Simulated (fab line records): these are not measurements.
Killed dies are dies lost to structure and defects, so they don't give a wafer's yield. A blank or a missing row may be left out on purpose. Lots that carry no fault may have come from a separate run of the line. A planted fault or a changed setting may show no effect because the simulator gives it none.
Chamber matching | flow n5 finfet | N5_BEOL_M1_ETCH_69 on rie diel-03: 4 sister chambers
The step etches SiARC in CF4, target depth 15.6 nm, time 26 s. 4 wafers are shown with their chamber, then 9 later ones without.

EACH WAFER AND ITS CHAMBER
wafer  | chamber | drypump motor current A (A)
L080.1 | 3       | 4.9
L084.6 | 0       | 6.0
L087.2 | 1       | 6.5
L087.4 | 2       | 5.3

WAFERS WHOSE CHAMBER IS MISSING
wafer  | drypump motor current A (A)
L089.1 | 6.0
L089.2 | 5.4
L089.6 | 6.5
L092.1 | 6.4
L092.3 | 5.4
L092.5 | 5.4
L096.2 | 6.0
L096.3 | 4.9
L096.4 | 6.4

THE CHAMBER EACH PASSED THROUGH
wafer  | from the rows above | in truth
L089.1 | 0                   | 0
L089.2 | 2                   | 2
L089.6 | 1                   | 1
L092.1 | 1                   | 1
L092.3 | 2                   | 2
L092.5 | 2                   | 2
L096.2 | 0                   | 0
L096.3 | 3                   | 3
L096.4 | 1                   | 1
9 of 9 placed correctly. Not placeable from these rows: 0. Placed wrongly: 0.
How it was worked out, from the rows above alone: a wafer's distance from a chamber is the root of the sum, over the readings, of the square of ((its reading less the chamber's mean) divided by the reading's scatter). The wafer belongs to the nearest chamber; if the next one is less than 2 further off, it can't be placed. For every chamber, the mean is computed from those of its wafers that are shown. The scatter: with one shown wafer a chamber, the root of the mean of the squares of how far each hidden wafer lies from its nearest shown one.
